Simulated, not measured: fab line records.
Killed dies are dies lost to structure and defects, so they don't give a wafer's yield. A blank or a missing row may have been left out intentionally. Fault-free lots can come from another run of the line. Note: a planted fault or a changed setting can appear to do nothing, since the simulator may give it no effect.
Matching of chambers | flow nand_harc | NHARC_A_M0_DEP_32 on pecvd-02: 3 sister chambers
The step deposits SiCN, target thk 30 nm. 24 wafers are shown with their chamber, then 12 later ones without.

== WAFERS WITH THEIR CHAMBER ==
wafer  | chamber | showerhead_vpp_V (V) | heater_power_w (W) | chamber_pressure_Torr (Torr)
L075.1 | 2       | 1407                 | 555                | 2.996
L075.2 | 1       | 1162                 | 586                | 3.005
L075.3 | 0       | 1438                 | 648                | 3.002
L077.2 | 0       | 1472                 | 759                | 2.998
L077.3 | 1       | 1192                 | 560                | 3.003
L077.5 | 1       | 1203                 | 584                | 2.996
L084.4 | 0       | 1453                 | 700                | 2.998
L084.5 | 2       | 1382                 | 578                | 3.023
L084.6 | 1       | 1215                 | 621                | 3.005
L086.1 | 1       | 1212                 | 628                | 2.999
L086.3 | 1       | 1197                 | 631                | 2.993
L086.6 | 2       | 1389                 | 622                | 3.009
L087.2 | 2       | 1391                 | 538                | 2.997
L087.4 | 2       | 1395                 | 545                | 3.006
L087.5 | 2       | 1412                 | 538                | 3.002
L089.1 | 0       | 1465                 | 656                | 3.000
L089.3 | 2       | 1402                 | 574                | 3.008
L089.5 | 1       | 1207                 | 590                | 3.010
L088.3 | 2       | 1386                 | 608                | 3.002
L088.4 | 0       | 1460                 | 649                | 3.004
L088.5 | 1       | 1199                 | 609                | 2.992
L090.1 | 2       | 1378                 | 622                | 3.004
L090.4 | 1       | 1203                 | 607                | 2.994
L090.5 | 2       | 1391                 | 621                | 3.002

SIGNATURES (averages over the wafers above)
reading               | chamber 0 | chamber 1 | chamber 2 | scatter within a chamber
showerhead_vpp_V      | 1457.60   | 1198.89   | 1393.30   | 13.2
heater_power_w        | 682.40    | 601.78    | 580.10    | 34.5
chamber_pressure_Torr | 3.00040   | 2.99967   | 3.00490   | 0.00645
Rule: distance of a wafer from a chamber = root of the sum over the readings of ((wafer's reading minus chamber's mean) / reading's scatter) squared. If the next closest chamber is less than 2 further off than the closest, the wafer can't be placed; otherwise it belongs to the closest. How the scatter is found: for the shown wafers, subtract from each reading the mean of its chamber, square and add these, divide the total by (wafers less chambers), then take the root.

== WAFERS WITHOUT THEIR CHAMBER ==
wafer  | showerhead_vpp_V (V) | heater_power_w (W) | chamber_pressure_Torr (Torr)
L093.1 | 1197                 | 609                | 3.000
L093.4 | 1385                 | 583                | 2.991
L093.5 | 1183                 | 602                | 2.996
L095.2 | 1148                 | 593                | 2.994
L095.3 | 1397                 | 561                | 3.005
L095.6 | 1392                 | 575                | 3.003
L097.3 | 1402                 | 570                | 2.993
L097.4 | 1396                 | 580                | 3.001
L097.6 | 1422                 | 698                | 2.994
L094.1 | 1187                 | 572                | 2.999
L094.2 | 1451                 | 631                | 3.009
L094.4 | 1451                 | 644                | 3.007

== WHICH CHAMBER EACH WENT THROUGH ==
wafer  | from the rows above     | in truth
L093.1 | 1                       | 1
L093.4 | 2                       | 2
L093.5 | 1                       | 1
L095.2 | 1                       | 1
L095.3 | 2                       | 2
L095.6 | 2                       | 2
L097.3 | 2                       | 2
L097.4 | 2                       | 2
L097.6 | can't be placed: 0 or 2 | 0
L094.1 | 1                       | 1
L094.2 | 0                       | 0
L094.4 | 0                       | 0
Correct placement for 11 of the 12. Unplaceable from these rows: 1, with the true chamber sitting among the candidates in 1. Placed wrongly: 0.
